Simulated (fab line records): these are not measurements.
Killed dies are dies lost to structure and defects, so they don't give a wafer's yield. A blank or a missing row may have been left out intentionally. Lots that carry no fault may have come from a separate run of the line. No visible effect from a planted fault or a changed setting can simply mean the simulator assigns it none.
fab line records	flow n5_finfet
record: lots: 11	wafers: 33	last_day: 21
route steps=1938 shown BEOL_M5@1130
lots untouched by any fault: they come from a run of this same line in which no faults occurred
start_h: start of the lot's first displayed wafer, in hours after the record's first day	wait_h: how many hours have passed since the lot's step before this one	" same as the row above	L1.1+2: several wafers, shown together as one row	- no value, or no start was given	* or withheld: withheld	< > ~ a bound
route shown NAME@n: NAME is a module with steps in the file, n the number in the route of the first one	usual: average and standard deviation across the fault-free wafers	same: alike in all rows	chamber/n: place in a boat	sites: readings site by site	_std_site: standard deviation across them	_edge_site: the outer-site mean with the inner-site mean subtracted	radius_mm: how far each site lies from the wafer's centre	mask NAME#n: copy n	behind: the last tool/chamber to shape the wafer	hold: the reason the lot was held/the length of the hold in hours/how it ended	device: the n, p or np transistor that did not switch	end of line: tests of these same wafers at the route's end	step lacking rows: just its recipe	killed: not the wafer's yield, but the dies lost to structure and defects at the first sort	map: dies across one wafer; x = killed, . = not, _ = none there
set.NAME: setting as actually run; set.NAME@STEP: the setting as run at that earlier step	model.NAME: the simulator's own value behind a step, which no gauge read
steps of the route over a sample of lots; a table a step, a row a wafer
services: when a tool's chamber went out of use (start_h, in hours from the record's first day, below 0 if earlier), for how many hours, and the reason
== steps ==
step: N5_BEOL_M5_ETCH_72
recipe: chemistry: N2/H2	target: underlayer	target_depth_a: 65	mask_material: CAR-EUV	time_s: 5.2	ion_energy_ev: 200	pressure_mtorr: 30	source_w: 840	bias_w: 150	n2_flow_sccm: 200	h2_flow_sccm: 200	ends: cleared
usual: drypump_motor_current_A: 5.7/0.38	etch_rf_on_time_s: 5.08/0.16	oes_product_au: 0.70/0.07	rf_fwd_power_W: 819.4/2.5	rf_vpp_V: 524/3.1	showerhead_plenum_p_Torr: 2.56/0.11	throttle_valve_pct: 17.78/0.24
lot.wafer	tool	chamber	start_h	wait_h	drypump_motor_current_A	etch_rf_on_time_s	oes_product_au	rf_fwd_power_W	rf_hours_counter_h	rf_vpp_V	showerhead_plenum_p_Torr	throttle_valve_pct
L783.3	rie_diel-03	3	235.38	0.0	5.2	5.13	0.77	820.3	41	529	2.71	17.87
L783.4	"	1	"	"	5.8	5.03	0.60	815.6	230	525	2.60	18.35
L783.6	"	1	"	"	5.8	5.02	0.60	815.9	-	526	2.60	18.33
L785.1	rie_diel-02	2	249.78	0.0	5.7	5.00	0.66	817.7	156	518	2.31	17.69
L785.4	"	2	"	"	5.7	5.06	0.67	818.3	-	521	2.31	17.73
L785.6	"	1	"	"	5.4	5.14	0.66	819.0	-	522	2.46	17.76
L790.1	rie_diel-06	0	268.75	0.0	6.2	5.16	0.67	816.9	111	526	2.53	17.39
L790.2	"	2	"	"	5.2	5.27	0.73	822.0	46	525	2.59	17.50
L790.5	"	0	"	"	6.2	5.18	0.66	819.4	-	524	2.53	17.43
L788.2	rie_diel-03	0	277.30	0.0	6.1	4.60	0.69	815.3	142	526	2.55	17.49
L788.3	"	1	"	"	5.7	5.05	0.60	819.7	245	526	2.59	18.39
L788.4	"	3	"	"	5.2	5.19	0.73	821.2	57	528	2.70	17.88
L787.2	rie_diel-02	1	285.02	0.0	5.4	5.16	0.64	822.5	154	521	2.45	17.77
L787.4	"	0	"	"	5.8	5.05	0.82	819.0	12	524	2.52	18.03
L787.6	"	2	"	"	5.7	5.05	0.65	820.2	-	516	2.31	17.74
L792.2	rie_diel-02	3	287.87	0.0	5.9	5.14	0.61	823.5	201	525	2.63	17.89
L792.3	"	2	"	"	5.7	5.10	0.64	817.7	169	520	2.31	17.73
L792.4	"	1	"	"	5.5	5.21	0.64	818.0	155	519	2.45	17.78
L795.3	rie_diel-06	0	303.98	0.0	6.2	5.22	0.65	819.9	125	525	2.52	17.42
L795.4	"	2	"	"	5.2	5.29	0.71	820.6	60	525	2.59	17.50
L795.5	"	2	"	"	5.2	5.29	0.71	821.2	-	526	2.59	17.51
L793.2	rie_diel-06	0	315.10	0.0	6.3	5.12	0.65	823.6	128	524	2.52	17.40
L793.4	"	1	"	"	5.5	4.94	0.86	817.2	5	526	2.59	17.36
L793.5	"	3	"	"	5.4	5.13	0.72	820.0	-	523	2.45	17.58
L802.1	rie_diel-03	3	354.12	0.0	5.1	5.05	0.72	818.3	82	529	2.69	17.96
L802.5	"	2	"	"	6.3	5.12	0.69	820.6	-	525	2.69	17.92
L802.6	"	1	"	"	5.8	5.04	0.83	822.7	-	525	2.58	17.96
L801.1	rie_diel-06	2	354.90	0.0	5.2	5.22	0.70	817.7	75	524	2.58	17.57
L801.4	"	3	"	"	5.4	5.22	0.70	817.9	81	520	2.45	17.60
L801.6	"	3	"	"	5.4	5.26	0.70	818.5	-	520	2.45	17.58
L804.2	rie_diel-02	2	405.69	0.0	5.7	5.03	0.63	821.0	207	518	2.29	17.81
L804.3	"	0	"	"	5.8	5.13	0.76	819.3	48	522	2.51	18.10
L804.5	"	3	"	"	5.9	5.16	0.59	824.9	-	526	2.61	17.93
step: N5_BEOL_M5_COAT_66
recipe: resist: SiARC	temp_c: 220	time_s: 60	spin_rpm: 1500	resist_thk_nm: 12
usual: spin_speed_rpm: 1500.0/1
lot.wafer	tool	chamber	start_h	wait_h	spin_speed_rpm
L783.3	litho_track-01	0	238.68	-	1501.0
L783.4	"	0	"	"	1500.5
L783.6	"	0	"	"	1500.8
L785.1	litho_track-02	0	254.01	-	1500.1
L785.4	"	0	"	"	1499.4
L785.6	"	0	"	"	1500.2
L790.1	litho_track-01	0	269.71	-	1499.2
L790.2	"	0	"	"	1501.0
L790.5	"	0	"	"	1500.4
L788.2	litho_track-01	0	279.21	-	1499.0
L788.3	"	0	"	"	1499.1
L788.4	"	0	"	"	1499.1
L787.2	litho_track-03	0	285.45	-	1499.6
L787.4	"	0	"	"	1500.4
L787.6	"	0	"	"	1500.8
L792.2	litho_track-03	0	290.90	-	1499.2
L792.3	"	0	"	"	1500.2
L792.4	"	0	"	"	1500.1
L795.3	litho_track-02	0	304.43	-	1498.3
L795.4	"	0	"	"	1496.3
L795.5	"	0	"	"	1499.8
L793.2	litho_track-03	0	315.67	-	1498.5
L793.4	"	0	"	"	1500.0
L793.5	"	0	"	"	1499.7
L802.1	litho_track-03	0	356.03	-	1430.5
L802.5	"	0	"	"	1429.0
L802.6	"	0	"	"	1430.8
L801.1	litho_track-03	0	356.26	-	1430.0
L801.4	"	0	"	"	1430.1
L801.6	"	0	"	"	1428.5
L804.2	litho_track-01	0	406.87	-	1499.2
L804.3	"	0	"	"	1498.1
L804.5	"	0	"	"	1499.6
step: N5_BEOL_M5_CD_MEAS_28
recipe: target_cd_nm: 30.6	landing_energy_ev: 500	detector: se_inlens	target_cd_y_nm: 20	polarity: opening
usual: cd_nm: 30.57/0.27
lot.wafer	tool	chamber	start_h	wait_h	cd_nm
L783.3	cd_sem-01	0	239.09	-	30.77
L783.4	"	0	"	"	30.79
L783.6	"	0	"	"	30.64
L785.1	cd_sem-01	0	254.29	-	30.71
L785.4	"	0	"	"	31.19
L785.6	"	0	"	"	30.15
L790.1	cd_sem-01	0	270.16	-	31.00
L790.2	"	0	"	"	31.11
L790.5	"	0	"	"	30.80
L788.2	cd_sem-03	0	279.49	-	30.42
L788.3	"	0	"	"	30.68
L788.4	"	0	"	"	30.26
L787.2	cd_sem-03	0	285.73	-	30.44
L787.4	"	0	"	"	30.55
L787.6	"	0	"	"	30.76
L792.2	cd_sem-02	0	291.34	-	30.27
L792.3	"	0	"	"	30.47
L792.4	"	0	"	"	30.48
L795.3	cd_sem-01	0	304.83	-	30.33
L795.4	"	0	"	"	30.34
L795.5	"	0	"	"	30.13
L793.2	cd_sem-01	0	315.94	-	30.71
L793.4	"	0	"	"	30.85
L793.5	"	0	"	"	30.93
L802.1	cd_sem-03	0	356.60	-	30.66
L802.5	"	0	"	"	30.30
L802.6	"	0	"	"	30.85
L801.1	cd_sem-02	0	358.58	-	30.24
L801.4	"	0	"	"	30.40
L801.6	"	0	"	"	29.92
L804.2	cd_sem-01	0	407.30	-	30.38
L804.3	"	0	"	"	30.65
L804.5	"	0	"	"	30.96
step: N5_BEOL_M5_INSPECT_30
recipe: mode: adi	inspect_instrument: brightfield
usual: raw_defect_count: 401/83
lot.wafer	tool	chamber	start_h	wait_h	raw_defect_count
L783.3	defect_inspect-01	-	239.18	0.0	501
L783.4	"	-	"	"	406
L783.6	"	-	"	"	377
L785.1	defect_inspect-01	-	254.40	0.1	391
L785.4	"	-	"	"	325
L785.6	"	-	"	"	390
L790.1	defect_inspect-01	-	270.25	0.1	353
L790.2	"	-	"	"	468
L790.5	"	-	"	"	350
L788.2	defect_inspect-01	-	279.58	0.0	284
L788.3	"	-	"	"	318
L788.4	"	-	"	"	457
L787.2	defect_inspect-01	-	285.85	0.1	672
L787.4	"	-	"	"	486
L787.6	"	-	"	"	601
L792.2	defect_inspect-01	-	291.42	0.0	478
L792.3	"	-	"	"	412
L792.4	"	-	"	"	415
L795.3	defect_inspect-01	-	304.91	0.0	299
L795.4	"	-	"	"	280
L795.5	"	-	"	"	304
L793.2	defect_inspect-01	-	316.03	0.0	294
L793.4	"	-	"	"	385
L793.5	"	-	"	"	410
L802.1	defect_inspect-01	-	356.69	0.1	291
L802.5	"	-	"	"	322
L802.6	"	-	"	"	326
L801.1	defect_inspect-02	-	358.69	0.1	602
L801.4	"	-	"	"	431
L801.6	"	-	"	"	400
L804.2	defect_inspect-01	-	407.38	0.0	462
L804.3	"	-	"	"	366
L804.5	"	-	"	"	326
== services ==
tool	chamber	start_h	hours	kind
rie_diel-02	0	216.37	5.1	repair
rie_diel-02	0	235.97	-	clean
rie_diel-02	0	235.97	-	consumable_replace:focus_ring
rie_diel-02	0	235.97	14.4	scheduled_down
rie_diel-02	0	235.97	14.4	vent_cycle
rie_diel-06	1	270.24	-	clean
rie_diel-06	1	270.24	-	consumable_replace:focus_ring
rie_diel-06	1	270.24	24.8	scheduled_down
rie_diel-06	1	270.24	24.8	vent_cycle
rie_diel-03	1	291.62	-	clean
rie_diel-03	1	291.62	-	consumable_replace:focus_ring
rie_diel-03	1	291.62	13.8	scheduled_down
rie_diel-03	1	291.62	13.8	vent_cycle
rie_diel-03	1	329.37	6.6	repair
rie_diel-03	1	340.94	8.2	repair
litho_track-01	-	349.65	-	consumable_replace:filter
rie_diel-03	0	353.27	4.3	repair
rie_diel-02	0	384.42	8.9	repair
rie_diel-02	1	402.36	6.6	repair
== key ==
first_sign: step: N5_BEOL_M5_COAT_66	reading: spin_speed_rpm	direction: down	sigmas: 70	usual: *	struck: *
effect none on later readings
met_at N5_BEOL_M5_COAT_66
struck_lots L801,L802
not_acting_at N5_BEOL_M5_ETCH_72,N5_BEOL_M5_CD_MEAS_28,N5_BEOL_M5_INSPECT_30
onset_between 315.67 356.03
fault: kind: process_parameter_drift	tool: litho_track-03	chamber: -	onset_h: 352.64	steps: N5_BEOL_M5_COAT_66	channel: spin_rpm	offset: *	shape: step	end_h: 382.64	acts_in: *	stated: *
